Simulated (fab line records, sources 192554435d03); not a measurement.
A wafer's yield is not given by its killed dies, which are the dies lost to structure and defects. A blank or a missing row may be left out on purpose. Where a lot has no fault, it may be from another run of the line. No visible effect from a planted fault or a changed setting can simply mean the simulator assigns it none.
Struck lot and sound lot, side by side -- flow n5-finfet -- 24 out of 1938 route steps
Sound: wafers L481.1, L481.2, L481.5. Struck: wafer L493.4. (L493.5, L493.6 of the same lot were not struck and are left out.) The cause comes at the end.
Per side, at each step with rows, come the tool, then ch with its chambers, and then its first start. Under that, the readings that differ: sound wafers -- struck wafers -- difference of the means -- sigmas: that difference in standard deviations of wafers without a fault.
alike: readings with means less than 2 such deviations apart, plus words and numbers identical on both sides. not compared: withheld readings, readings lacking a value on some wafer, bounds such as >300 that could conceal the same value, and numbers that have no deviation in the record and whose values overlap.
Wherever a step has rows on one side only, a row that says differs or no value, or a row with sigmas, the two part there. Numbers that have no deviation but don't overlap get no sigmas and don't part them. Lack of a reading on every wafer of one side parts them only where that side has two or more wafers.

first, 9 steps without rows for these wafers: N5_BEOL_M8_ALD_77 (deposits TaN, target thk 2 nm, pulse time 2 s, purge time 3 s); N5_BEOL_M8_SURFACE_TREAT_79; N5_BEOL_M8_CVD_78 (deposits Co from CCTBA/H2, target thk 2 nm, time 142.3 s); N5_BEOL_M8_SPUTTER_48 (material Cu, target thk 10 nm, time 1.667 s); N5_BEOL_M8_ECD_50 (material Cu, target thk 300 nm); N5_BEOL_M8_ANNEAL_51 (time 90 s); N5_BEOL_M8_CMP_52 (polishes, stops on SiCOH lowk, t overpolish 6.9 s, target thk 80 nm); N5_BEOL_M8_PRE_CLEAN_55 (time 15 s); N5_BEOL_M8_DEP_56 (deposits SiCN from 3MS/NH3, target thk 10 nm, time 17.5 s).
N5_BEOL_M9_ILD_DEP_00: deposits SiCOH lowk from DEMS/porogen, target thk 308.51 nm, time 58 s.
  sound on pecvd-03 ch 1,2, day 12 08:11; struck on pecvd-03 ch 0, day 15 08:38
  alike: heater-power-w, showerhead-plenum-p-Torr, throttle-valve-pct
then, 11 steps without rows for these wafers: N5_BEOL_M9_CURE_71 (cures SiCOH lowk, time 240 s); N5_BEOL_M9_PECVD_70 (deposits SiO2 from TEOS/O2, target thk 20 nm, time 22.7 s); N5_BEOL_M9_HM_DEP_02 (deposits TiN, target thk 20 nm); N5_BEOL_M9_COAT_59 (time 60 s, resist thk 100 nm); N5_BEOL_M9_COAT_60 (time 60 s, resist thk 30 nm); N5_BEOL_M9_COAT_05 (resist thk 90 nm); N5_BEOL_M9_EBR_07; N5_BEOL_M9_SOFTBAKE_06 (time 60 s); N5_BEOL_M9_EXPOSE_08 (exposes mask M9); N5_BEOL_M9_PEB_09 (peb time 60 s); N5_BEOL_M9_DEVELOP_10 (develop time 30 s).
N5_BEOL_M9_INSPECT_13: inspects for defects (brightfield).
  sound on defect-inspect-01 at day 12 09:47; struck on defect-inspect-02 at day 15 11:13
reading,sound,struck,difference,sigmas
raw-defect-count,332 365 517,838,+433,+5
then, 1 step without rows for these wafers: N5_BEOL_M9_DESCUM_16 (chemistry O2, time 7.9 s).
-- record jumps: 3 days separate the struck wafers' starts on either side; left off in module BEOL_M9, taken up again in module PASSIVATION, whose first shown step is the route's number 1936 --
N5_PASSIVATION_PROBE_49:
  the record has rows for the struck wafers here (prober-01, day 18 08:20) and none for the sound ones

## WHERE THEY PART
First at N5_BEOL_M9_INSPECT_13; last, within this record, at N5_PASSIVATION_PROBE_49.

WHY: the cause the simulator had injected
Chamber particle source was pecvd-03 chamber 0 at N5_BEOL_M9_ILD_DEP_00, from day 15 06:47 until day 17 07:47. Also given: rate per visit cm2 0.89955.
